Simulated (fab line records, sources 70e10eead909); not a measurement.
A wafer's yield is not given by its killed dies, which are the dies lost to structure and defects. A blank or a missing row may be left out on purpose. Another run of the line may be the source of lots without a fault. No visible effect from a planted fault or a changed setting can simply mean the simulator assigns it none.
fab line records | flow nandHarc
record lots=5 | wafers=15 | lastDay=25
route steps=1159 shown A_CONTACT@930 A_BLC@964 END@1159
lots that met no fault: from a run of the same line without faults
startH: start of the lot's first displayed wafer, in hours after the record's first day | waitH: time in hours since the lot's previous step | " unchanged from the row above | L1.1+2: a row that stands for several wafers | - either no value or no given start | * or withheld: withheld | < > ~ a bound
route shown NAME@n: names a module that has steps shown in the file, with the first one's number in the route | usual: mean/standard deviation of fault-free wafers | same: alike in all rows | chamber/n: place in a boat | sites: per-site readings | _std_site: their standard deviation | _edge_site: mean of outer sites minus mean of inner sites | radiusMm: how far each site lies from the wafer's centre | mask NAME#n: copy n | behind: the last tool/chamber to shape the wafer | hold: reason for holding the lot/hours on hold/outcome of the hold | device: which transistor (n, p or np) failed to switch | end of line: tests of these same wafers at the route's end | a step without rows: its recipe alone | killed: count of dies lost to structure and defects at first sort (not the wafer's yield) | map: a wafer's dies, x killed, . not, _ none there
set.NAME: setting as actually run; set.NAME@STEP: the setting as run at that earlier step | model.NAME: the simulator's own value behind a step, which no gauge read
a table for each step, a row for each wafer; lots at some steps of the route
services: a tool's chamber out of use, with start hour (startH, from the record's first day; less than 0 if before it), hours out, and reason
## steps
# step NHARC_A_CONTACT_SOFTBAKE_03
# recipe tempC=105 | timeS=55
# step NHARC_A_CONTACT_EBR_04
# step NHARC_A_CONTACT_EXPOSE_05
# recipe na=1.35 | sigmaOuter=0.8 | doseMj=84.24 | maskId=A_CC
# step NHARC_A_CONTACT_PEB_06
# recipe pebTempC=100 | pebTimeS=65
# step NHARC_A_CONTACT_DEVELOP_07
# recipe developTimeS=35 | devTempC=23
# step NHARC_A_CONTACT_CD_MEAS_08
# recipe targetCdNm=100 | landingEnergyEv=500
# usual cdNm=100.2/0.49
lot.wafer | tool     | chamber | startH | waitH | cdNm
L670.2    | cdSem-01 | 0       | 384.63 | -     | 100.5
L670.4    | "        | 0       | "      | "     | 100.2
L670.5    | "        | 0       | "      | "     | 101.2
L675.2    | cdSem-01 | 0       | 401.87 | -     | 100.3
L675.3    | "        | 0       | "      | "     | 100.1
L675.5    | "        | 0       | "      | "     | 100.8
L676.1    | cdSem-03 | 0       | 429.11 | -     | 100.1
L676.3    | "        | 0       | "      | "     | 99.5
L676.5    | "        | 0       | "      | "     | 99.6
L686.3    | cdSem-01 | 0       | 478.48 | -     | 99.2
L686.5    | "        | 0       | "      | "     | 99.8
L686.6    | "        | 0       | "      | "     | 99.7
L689.4    | cdSem-02 | 0       | 496.91 | -     | 101.4
L689.5    | "        | 0       | "      | "     | 99.3
L689.6    | "        | 0       | "      | "     | 99.9
# step NHARC_A_CONTACT_OVL_MEAS_09
# usual overlayXNm=0.0/0.95 | overlayYNm=-0.1/0.62
lot.wafer | tool       | chamber | startH | waitH | overlayXNm | overlayYNm
L670.2    | overlay-02 | -       | 384.72 | -     | 0.6        | 0.3
L670.4    | "          | -       | "      | "     | 0.8        | 0.2
L670.5    | "          | -       | "      | "     | 0.9        | 0.2
L675.2    | overlay-02 | -       | 401.95 | -     | -0.9       | 0.0
L675.3    | "          | -       | "      | "     | -0.2       | -0.1
L675.5    | "          | -       | "      | "     | -0.3       | 0.6
L676.1    | overlay-02 | -       | 429.20 | -     | -0.8       | -0.8
L676.3    | "          | -       | "      | "     | -0.6       | -1.0
L676.5    | "          | -       | "      | "     | -0.9       | -1.0
L686.3    | overlay-02 | -       | 478.56 | -     | -0.6       | -0.6
L686.5    | "          | -       | "      | "     | 0.2        | -0.8
L686.6    | "          | -       | "      | "     | -0.4       | -0.7
L689.4    | overlay-02 | -       | 496.99 | -     | 2.4        | -0.4
L689.5    | "          | -       | "      | "     | 2.2        | -0.1
L689.6    | "          | -       | "      | "     | 2.5        | 0.0
# step NHARC_A_CONTACT_INSPECT_10
# usual rawDefectCount=31/14
lot.wafer | tool             | chamber | startH | waitH | rawDefectCount
L670.2    | defectInspect-01 | -       | 384.75 | 0.0   | 21
L670.4    | "                | -       | "      | "     | 21
L670.5    | "                | -       | "      | "     | 29
L675.2    | defectInspect-01 | -       | 401.99 | 0.0   | 22
L675.3    | "                | -       | "      | "     | 22
L675.5    | "                | -       | "      | "     | 18
L676.1    | defectInspect-01 | -       | 429.24 | 0.0   | 22
L676.3    | "                | -       | "      | "     | 11
L676.5    | "                | -       | "      | "     | 20
L686.3    | defectInspect-02 | -       | 478.60 | 0.0   | 48
L686.5    | "                | -       | "      | "     | 40
L686.6    | "                | -       | "      | "     | 42
L689.4    | defectInspect-02 | -       | 497.03 | 0.0   | 57
L689.5    | "                | -       | "      | "     | 56
L689.6    | "                | -       | "      | "     | 66
# step NHARC_A_CONTACT_DESCUM_13
# recipe timeS=3 | o2FlowSccm=200 | arFlowSccm=0 | biasPowerW=0 | chemistry=O2
# usual chamberPressureMTorr=60.00/0.051 | drypumpMotorCurrentA=5.7/0.43 | oesProductAu=0.999/0.0077 | rfVppV=57.8/0.88 | showerheadPlenumPTorr=1.93/0.095 | throttleValvePct=11.311/0.01
lot.wafer | tool       | chamber | startH | waitH | chamberPressureMTorr | drypumpMotorCurrentA | oesProductAu | rfHoursCounterH | rfVppV | showerheadPlenumPTorr | throttleValvePct
L670.4    | rieDiel-13 | 2       | 384.82 | 0.1   | 60.00                | 6.5                  | 0.996        | 42              | 58.7   | 2.06                  | 11.318
L670.2    | "          | 0       | "      | "     | 59.98                | 5.6                  | 1.003        | 38              | 58.1   | 1.93                  | 11.309
L670.5    | "          | 2       | "      | "     | 60.02                | 6.5                  | 0.998        | -               | 58.1   | 2.06                  | 11.283
L675.3    | rieDiel-04 | 1       | 402.07 | 0.1   | 60.02                | 5.5                  | 0.992        | 20              | 59.5   | 2.04                  | 11.288
L675.2    | "          | 2       | "      | "     | 60.04                | 5.8                  | 0.998        | 21              | 58.3   | 1.88                  | 11.308
L675.5    | "          | 0       | "      | "     | 60.11                | 5.9                  | 1.000        | -               | 57.9   | 1.95                  | 11.317
L676.3    | rieDiel-04 | 3       | 429.31 | 0.1   | 60.04                | 5.1                  | 0.988        | 24              | 56.9   | 1.81                  | 11.327
L676.1    | "          | 0       | "      | "     | 60.01                | 5.8                  | 1.000        | 24              | 57.5   | 1.95                  | 11.295
L676.5    | "          | 0       | "      | "     | 59.95                | 5.9                  | 0.996        | -               | 57.8   | 1.95                  | 11.304
L686.3    | rieDiel-13 | 0       | 478.66 | 0.1   | 60.01                | 5.6                  | 1.015        | 8               | 58.6   | 1.92                  | 11.321
L686.6    | "          | 0       | "      | "     | 59.90                | 5.6                  | 1.009        | -               | 57.0   | 1.92                  | 11.308
L686.5    | "          | 1       | "      | "     | 60.00                | 5.3                  | 1.006        | -               | 57.1   | 1.79                  | 11.303
L689.4    | rieDiel-04 | 0       | 497.10 | 0.1   | 59.97                | 5.8                  | 1.002        | 3               | 58.5   | 1.94                  | 11.311
L689.6    | "          | 3       | "      | "     | 60.09                | 5.1                  | 0.988        | -               | 56.3   | 1.81                  | 11.324
L689.5    | "          | 0       | "      | "     | 60.10                | 5.9                  | 1.004        | -               | 58.1   | 1.94                  | 11.307
# step NHARC_A_CONTACT_ETCH_88
# recipe targetDepthA=390 | overEtchFrac=0.3 | timeS=65 | ionEnergyEv=80 | cf4FlowSccm=150 | arFlowSccm=0 | rfW=300 | biasW=100 | chemistry=CF4
# step NHARC_A_CONTACT_ETCH_89
# recipe targetDepthA=2600 | overEtchFrac=0.3 | timeS=475.3 | ionEnergyEv=200 | n2FlowSccm=150 | h2FlowSccm=150 | arFlowSccm=0 | rfW=400 | biasW=150 | chemistry=N2/H2
# step NHARC_A_CONTACT_ETCH_30
# recipe targetDepthA=605 | timeS=30.2 | cf4FlowSccm=100 | chf3FlowSccm=30 | arFlowSccm=0 | rfW=500 | biasW=200 | chemistry=CF4/CHF3
# step NHARC_A_CONTACT_ETCH_31
# recipe targetDepthA=20000 | overEtchFrac=0.3 | timeS=520 | ionEnergyEv=150 | o2FlowSccm=400 | cosFlowSccm=20 | arFlowSccm=0 | rfW=500 | biasW=300 | chemistry=O2/COS
# usual chamberPressureMTorr=20.002/0.017 | drypumpMotorCurrentA=5.7/0.41 | oesProductAu=1.000/0.0079 | rfVppV=314.5/2.3 | showerheadPlenumPTorr=3.15/0.15 | throttleValvePct=28.329/0.009
lot.wafer | tool       | chamber | startH | waitH | chamberPressureMTorr | drypumpMotorCurrentA | oesProductAu | rfHoursCounterH | rfVppV | showerheadPlenumPTorr | throttleValvePct
L670.2    | rieDiel-13 | 3       | 385.41 | -     | 19.986               | 5.4                  | 0.992        | 42              | 310.6  | 2.89                  | 28.326
L670.4    | "          | 1       | "      | "     | 20.025               | 5.3                  | 0.998        | 40              | 311.7  | 2.95                  | 28.332
L670.5    | "          | 3       | "      | "     | 20.017               | 5.4                  | 0.982        | -               | 310.9  | 2.89                  | 28.327
L675.3    | rieDiel-04 | 2       | 402.88 | -     | 20.022               | 5.8                  | 0.997        | 21              | 314.2  | 3.08                  | 28.331
L675.2    | "          | 3       | "      | "     | 19.988               | 5.1                  | 0.992        | 20              | 311.3  | 2.97                  | 28.320
L675.5    | "          | 1       | "      | "     | 19.984               | 5.5                  | 1.002        | -               | 316.4  | 3.31                  | 28.327
L676.1    | rieDiel-04 | 1       | 430.19 | -     | 20.016               | 5.5                  | 1.000        | 25              | 317.6  | 3.31                  | 28.323
L676.3    | "          | 2       | "      | "     | 20.010               | 5.8                  | 0.997        | 25              | 314.6  | 3.07                  | 28.335
L676.5    | "          | 0       | "      | "     | 20.024               | 5.9                  | 1.009        | -               | 315.3  | 3.17                  | 28.318
L686.3    | rieDiel-13 | 2       | 479.35 | -     | 19.970               | 6.5                  | 1.009        | 7               | 317.2  | 3.34                  | 28.346
L686.5    | "          | 2       | "      | "     | 20.009               | 6.5                  | 1.000        | -               | 316.1  | 3.34                  | 28.325
L686.6    | "          | 3       | "      | "     | 19.990               | 5.4                  | 0.998        | -               | 316.7  | 3.37                  | 28.339
L689.4    | rieDiel-04 | 3       | 498.23 | -     | 19.961               | 5.1                  | 0.994        | 4               | 311.8  | 2.96                  | 28.327
L689.5    | "          | 2       | "      | "     | 20.004               | 5.9                  | 1.000        | -               | 313.3  | 3.07                  | 28.329
L689.6    | "          | 3       | "      | "     | 20.036               | 5.1                  | 1.001        | -               | 312.0  | 2.96                  | 28.333
# step NHARC_A_CONTACT_ETCH_134
# recipe sourceW=withheld | pressureMtorr=20 | biasV=withheld | timeS=140 | targetDepthA=7000 | arFlowSccm=withheld | c4f8FlowSccm=withheld | o2FlowSccm=withheld | chemistry=C4F8/O2/Ar
# usual chamberPressureMTorr=19.998/0.018
lot.wafer | tool          | chamber | startH | waitH | chamberPressureMTorr | rfHoursCounterH
L670.2    | harCapEtch-01 | 0       | 385.81 | -     | 19.981               | 50
L670.4    | "             | 1       | "      | "     | 20.012               | -
L670.5    | "             | 1       | "      | "     | 20.052               | -
L675.2    | harCapEtch-03 | 1       | 403.24 | -     | 20.005               | 94
L675.3    | "             | 0       | "      | "     | 20.001               | -
L675.5    | "             | 0       | "      | "     | 19.954               | -
L676.1    | harCapEtch-01 | 0       | 430.51 | -     | 20.021               | 56
L676.3    | "             | 1       | "      | "     | 20.002               | -
L676.5    | "             | 1       | "      | "     | 20.011               | -
L686.3    | harCapEtch-01 | 0       | 479.81 | -     | 20.016               | -
L686.6    | "             | 0       | "      | "     | 19.994               | -
L686.5    | "             | 1       | "      | "     | 20.029               | -
L689.4    | harCapEtch-01 | 1       | 498.69 | -     | 19.976               | -
L689.5    | "             | 0       | "      | "     | 19.986               | -
L689.6    | "             | 1       | "      | "     | 20.016               | -
# step NHARC_A_CONTACT_ETCH_135
# recipe sourceW=withheld | pressureMtorr=20 | biasV=3000 | timeS=132 | targetDepthA=12870 | arFlowSccm=withheld | c4f8FlowSccm=withheld | o2FlowSccm=withheld | chemistry=C4F8/O2/Ar
# usual chamberPressureMTorr=20.001/0.019
lot.wafer | tool          | chamber | startH | waitH | chamberPressureMTorr | rfHoursCounterH
L670.2    | harCapEtch-01 | 0       | 386.01 | 0.2   | 19.997               | 50
L670.4    | "             | 1       | "      | "     | 19.997               | -
L670.5    | "             | 1       | "      | "     | 20.033               | -
L675.2    | harCapEtch-03 | 1       | 403.44 | 0.2   | 19.992               | 95
L675.3    | "             | 0       | "      | "     | 20.003               | -
L675.5    | "             | 0       | "      | "     | 19.979               | -
L676.1    | harCapEtch-01 | 0       | 430.71 | 0.2   | 20.011               | 56
L676.3    | "             | 1       | "      | "     | 19.982               | -
L676.5    | "             | 1       | "      | "     | 20.007               | -
L686.3    | harCapEtch-01 | 0       | 479.99 | 0.1   | 19.994               | -
L686.6    | "             | 0       | "      | "     | 19.997               | -
L686.5    | "             | 1       | "      | "     | 19.993               | -
L689.4    | harCapEtch-01 | 1       | 498.85 | 0.1   | 20.013               | -
L689.5    | "             | 0       | "      | "     | 20.000               | -
L689.6    | "             | 1       | "      | "     | 19.996               | -
# step NHARC_A_CONTACT_ETCH_136
# recipe sourceW=withheld | pressureMtorr=20 | biasV=3000 | timeS=132 | targetDepthA=12870 | arFlowSccm=withheld | c4f8FlowSccm=withheld | o2FlowSccm=withheld | chemistry=C4F8/O2/Ar
# usual chamberPressureMTorr=20.001/0.017
lot.wafer | tool          | chamber | startH | waitH | chamberPressureMTorr | rfHoursCounterH
L670.2    | harCapEtch-01 | 0       | 386.13 | 0.1   | 20.015               | 50
L670.4    | "             | 1       | "      | "     | 20.000               | -
L670.5    | "             | 1       | "      | "     | 20.032               | -
L675.2    | harCapEtch-03 | 1       | 403.56 | 0.1   | 20.002               | 95
L675.3    | "             | 0       | "      | "     | 20.010               | -
L675.5    | "             | 0       | "      | "     | 20.018               | -
L676.1    | harCapEtch-01 | 0       | 430.83 | 0.1   | 20.028               | 56
L676.3    | "             | 1       | "      | "     | 19.994               | -
L676.5    | "             | 1       | "      | "     | 20.021               | -
L686.3    | harCapEtch-01 | 0       | 480.11 | 0.1   | 20.003               | -
L686.6    | "             | 0       | "      | "     | 20.049               | -
L686.5    | "             | 1       | "      | "     | 19.996               | -
L689.4    | harCapEtch-01 | 1       | 498.97 | 0.1   | 19.966               | -
L689.5    | "             | 0       | "      | "     | 20.012               | -
L689.6    | "             | 1       | "      | "     | 19.995               | -
# step NHARC_A_CONTACT_ETCH_137
# recipe sourceW=withheld | pressureMtorr=20 | biasV=3000 | timeS=132 | targetDepthA=12870 | arFlowSccm=withheld | c4f8FlowSccm=withheld | o2FlowSccm=withheld | chemistry=C4F8/O2/Ar
# step NHARC_A_CONTACT_ETCH_138
# recipe sourceW=withheld | pressureMtorr=20 | biasV=3000 | timeS=132 | targetDepthA=12890 | arFlowSccm=withheld | c4f8FlowSccm=withheld | o2FlowSccm=withheld | chemistry=C4F8/O2/Ar
# step NHARC_A_CONTACT_ETCH_139
# recipe sourceW=withheld | pressureMtorr=20 | biasV=400 | timeS=137 | targetDepthA=5900 | arFlowSccm=withheld | c4f8FlowSccm=11.5 | o2FlowSccm=7.2 | chemistry=C4F8/O2/Ar
# step NHARC_A_CONTACT_ETCH_92
# recipe targetDepthA=400 | overEtchFrac=0.5 | timeS=85.7 | ionEnergyEv=120 | ch3fFlowSccm=50 | o2FlowSccm=30 | arFlowSccm=200 | rfW=500 | biasW=100 | chemistry=CH3F/O2
# step NHARC_A_CONTACT_ETCH_98
# recipe targetDepthA=200 | overEtchFrac=0.5 | timeS=10 | ionEnergyEv=250 | c4f6FlowSccm=25 | o2FlowSccm=20 | arFlowSccm=500 | rfW=600 | biasW=500 | chemistry=C4F6/O2
# step NHARC_A_CONTACT_CD_MEAS_15
# usual cdNm=90.0/0.54
lot.wafer | tool     | chamber | startH | waitH | cdNm
L670.2    | cdSem-03 | -       | 387.28 | -     | 90.9
L670.4    | "        | -       | "      | "     | 90.6
L670.5    | "        | -       | "      | "     | 90.7
L675.2    | cdSem-03 | -       | 404.55 | -     | 90.2
L675.3    | "        | -       | "      | "     | 90.6
L675.5    | "        | -       | "      | "     | 90.4
L676.1    | cdSem-03 | -       | 431.85 | -     | 89.8
L676.3    | "        | -       | "      | "     | 89.6
L676.5    | "        | -       | "      | "     | 89.3
L686.3    | cdSem-03 | -       | 481.06 | -     | 89.8
L686.5    | "        | -       | "      | "     | 89.0
L686.6    | "        | -       | "      | "     | 89.9
L689.4    | cdSem-02 | -       | 499.99 | -     | 90.0
L689.5    | "        | -       | "      | "     | 89.2
L689.6    | "        | -       | "      | "     | 89.9
# step NHARC_A_CONTACT_STRIP_107
# recipe n2FlowSccm=150 | h2FlowSccm=150 | arFlowSccm=0 | biasW=0 | chemistry=N2/H2
# step NHARC_A_CONTACT_STRIP_108
# recipe cf4FlowSccm=100 | chf3FlowSccm=30 | arFlowSccm=0 | biasW=0 | chemistry=CF4/CHF3
# step NHARC_A_CONTACT_STRIP_109
# recipe o2FlowSccm=400 | cosFlowSccm=20 | arFlowSccm=0 | biasW=0 | chemistry=O2/COS
# step NHARC_A_CONTACT_ETCH_110
# recipe targetDepthA=500 | overetchA=50 | timeS=27.5 | ionEnergyEv=100 | cf4FlowSccm=80 | o2FlowSccm=20 | arFlowSccm=0 | rfW=300 | biasW=100 | chemistry=CF4/O2
# step NHARC_A_CONTACT_STRIP_26
# recipe o2FlowSccm=500 | arFlowSccm=0 | biasW=0 | chemistry=O2
# usual chamberPressureMTorr=60.00/0.062 | drypumpMotorCurrentA=5.7/0.43 | oesProductAu=1.001/0.0092 | rfVppV=57.7/0.91 | showerheadPlenumPTorr=3.55/0.15 | throttleValvePct=17.035/0.0089
lot.wafer | tool       | chamber | startH | waitH | chamberPressureMTorr | drypumpMotorCurrentA | oesProductAu | rfHoursCounterH | rfVppV | showerheadPlenumPTorr | throttleValvePct
L670.2    | rieDiel-13 | 3       | -      | -     | 59.99                | 5.4                  | 1.005        | 43              | 57.0   | 3.27                  | 17.019
L670.4    | "          | 0       | "      | "     | 60.10                | 5.7                  | 1.006        | 39              | 58.5   | 3.56                  | 17.061
L670.5    | "          | 0       | "      | "     | 59.95                | 5.7                  | 1.018        | -               | 57.0   | 3.56                  | 17.032
L675.2    | rieDiel-04 | 0       | -      | -     | 59.99                | 5.9                  | 0.996        | 21              | 58.0   | 3.59                  | 17.018
L675.3    | "          | 2       | "      | "     | 59.99                | 5.9                  | 0.989        | 22              | 57.7   | 3.48                  | 17.020
L675.5    | "          | 0       | "      | "     | 59.95                | 5.8                  | 0.993        | -               | 58.2   | 3.59                  | 17.031
L676.1    | rieDiel-04 | 0       | -      | -     | 59.99                | 5.9                  | 0.996        | 25              | 58.3   | 3.59                  | 17.035
L676.3    | "          | 2       | "      | "     | 59.99                | 5.8                  | 0.992        | 25              | 58.9   | 3.47                  | 17.048
L676.5    | "          | 0       | "      | "     | 59.91                | 5.8                  | 1.002        | -               | 56.2   | 3.59                  | 17.043
L686.3    | rieDiel-06 | 0       | -      | -     | 60.02                | 5.9                  | 1.017        | 23              | 56.9   | 3.56                  | 17.031
L686.6    | "          | 0       | "      | "     | 59.88                | 5.9                  | 1.017        | -               | 58.2   | 3.56                  | 17.038
L686.5    | "          | 1       | "      | "     | 59.97                | 6.5                  | 1.001        | -               | 57.5   | 3.65                  | 17.035
L689.4    | rieDiel-04 | 0       | -      | -     | 59.86                | 5.9                  | 0.998        | 4               | 57.5   | 3.58                  | 17.031
L689.6    | "          | 2       | "      | "     | 60.00                | 5.8                  | 0.986        | -               | 57.8   | 3.47                  | 17.038
L689.5    | "          | 3       | "      | "     | 60.05                | 5.1                  | 0.988        | -               | 56.9   | 3.35                  | 17.041
# step NHARC_A_CONTACT_STRIP_27
# recipe timeS=600 | tempC=30 | chemistry=postEtchResidueRemover
# step NHARC_A_CONTACT_ALD_18
# recipe targetThkA=30 | pulseTimeS=1 | aldCycles=150 | tempC=450 | material=TiN
# step NHARC_A_CONTACT_CVD_19
# recipe targetThkA=3000 | tempC=300 | pressureTorr=40 | wf6FlowSccm=40 | h2FlowSccm=1600 | arFlowSccm=1560 | timeS=802 | material=W
# step NHARC_A_CONTACT_CMP_20
# recipe tOverpolishS=30 | targetThkNm=300
# step NHARC_A_CONTACT_SRD_22
# step NHARC_A_BLC_DEHYDRATE_00
# recipe tempC=150 | timeS=120
# step NHARC_A_BLC_HMDS_01
# recipe timeS=30
# step NHARC_A_BLC_COAT_02
# recipe tempC=260 | timeS=75
# step NHARC_A_BLC_COAT_03
# recipe tempC=225 | timeS=65
# step NHARC_A_BLC_COAT_04
# recipe spinRpm=1500 | resistThkNm=90
# step NHARC_A_BLC_SOFTBAKE_05
# recipe tempC=105 | timeS=55
# step NHARC_A_BLC_EBR_06
# step NHARC_A_BLC_EXPOSE_07
# recipe na=1.35 | targetCdNm=100 | doseMj=67.97 | maskId=A_BLC
# step NHARC_END_SORT_01
# recipe tempC=25
# usual killedAtArray=26/11 | killedAtOther=0.4/0.78 | killedAtPeriphery=3.4/2.4 | killedDies=29/11 | killedOpen=3.1/1.9 | killedShort=1.9/1.4
# same grossDies=677
lot.wafer | tool      | chamber | startH | waitH | killedAtArray | killedAtOther | killedAtPeriphery | killedDies | killedOpen | killedShort
L676.1    | prober-02 | 0       | 544.60 | 2.5   | 73            | 0             | 2                 | 75         | 1          | 1
# killed by level:class
L676.1 A_CONTACT:unspecified=54 A_CONTACT:chamberFilmFlake=7 A_STAIRCASE:chamberFilmFlake=6 A_CHANNEL_HOLE_D1:chamberFilmFlake=4 P_STI:chamberFilmFlake=2 A_SGD_CUT:geometricParticle:short=1 A_CONTACT:geometricParticle:open=1
# map L676.1 (x killed, . not)
____________.____________
_________......._________
_______..........._______
______.............______
_____.............x._____
____......x..........____
____.................____
___..................x___
___...................___
__.....................__
__.......x.............__
_......................._
_......................._
_........x.............._
_......................._
_......................._
...x....................x
...............x........x
.........................
..........x..........x.xx
.x..............x..xxxxxx
_.................xxxxxx_
_.............xx...xxxxx_
_.................xxxxxx_
_..............x..xxxxxx_
_................xxxxxxx_
__............xx.x.xxxx__
__...............xxxxxx__
___...........x...xxxx___
___................x.x___
____................x____
____.................____
_____..............._____
______.............______
_______..........._______
_________......._________
____________.____________
# map L675.5 (x killed, . not)
____________.____________
_________......._________
_______..........._______
______.............______
_____....x.........._____
____..........x......____
____.................____
___...................___
___...................___
__.....................__
__.....................__
_......................._
_.....................x._
_...............x......._
_.......x..............._
_..................x...._
..x......x...............
.........................
.........................
................x........
...............x..x.....x
_.................x....._
_...x..x.......xx.x.x..._
_..............x....x..._
_..................x...x_
_................x.x...._
__.....................__
__.............x.......__
___...................___
___...................___
____...x.............____
____......x..........____
_____..............._____
______.............______
_______..........._______
_________......._________
____________.____________
## services
tool       | chamber | startH | hours | kind
rieDiel-04 | 0       | 371.54 | -     | clean
rieDiel-04 | 1       | 371.54 | -     | clean
rieDiel-04 | 2       | 371.54 | -     | clean
rieDiel-04 | 3       | 371.54 | -     | clean
rieDiel-04 | 0       | 396.08 | -     | clean
rieDiel-04 | 1       | 396.08 | -     | clean
rieDiel-04 | 2       | 396.08 | -     | clean
rieDiel-04 | 3       | 396.08 | -     | clean
rieDiel-04 | 3       | 397.47 | 2.3   | repair
rieDiel-06 | -       | 418.27 | 9.0   | pm
rieDiel-04 | 0       | 420.66 | -     | clean
rieDiel-04 | 1       | 420.66 | -     | clean
rieDiel-04 | 2       | 420.66 | -     | clean
rieDiel-04 | 3       | 420.66 | -     | clean
rieDiel-04 | 0       | 445.16 | -     | clean
rieDiel-04 | 1       | 445.16 | -     | clean
rieDiel-04 | 2       | 445.16 | -     | clean
rieDiel-04 | 3       | 445.16 | -     | clean
rieDiel-13 | 2       | 445.58 | 10.8  | repair
rieDiel-13 | -       | 453.25 | 9.0   | pm
rieDiel-04 | -       | 466.30 | 9.0   | pm
rieDiel-04 | 0       | 466.30 | 9.0   | ventCycle
rieDiel-04 | 1       | 466.30 | 9.0   | ventCycle
rieDiel-04 | 2       | 466.30 | 9.0   | ventCycle
## key
firstSign step=NHARC_END_SORT_01 | reading=killedAtArray | direction=up | sigmas=4.5 | usual=26 | struck=73
effect step=NHARC_END_SORT_01 | reading=killedDies | direction=up | sigmas=4.2 | usual=29 | struck=75
moreKillsBornAt NHARC_A_CONTACT_ETCH_31@rieDiel-04=54
metAt NHARC_A_CONTACT_ETCH_31
struckWafers L676.1
testerLeftOut L676
onsetBetween 402.88 430.19
fault kind=chamberParticleSource | tool=rieDiel-04 | chamber=1 | onsetH=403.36 | steps=NHARC_A_CONTACT_ETCH_31 | ratePerVisitCm2=0.73984 | endH=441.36
# testerLeftOut: of these lots the tester's yield and bins aren't shown, on N5 and GAA mostly nor the transistor test; their killed dies are dies lost to structure and defects alone, not to doping, threshold or leakage, so they don't give the yield
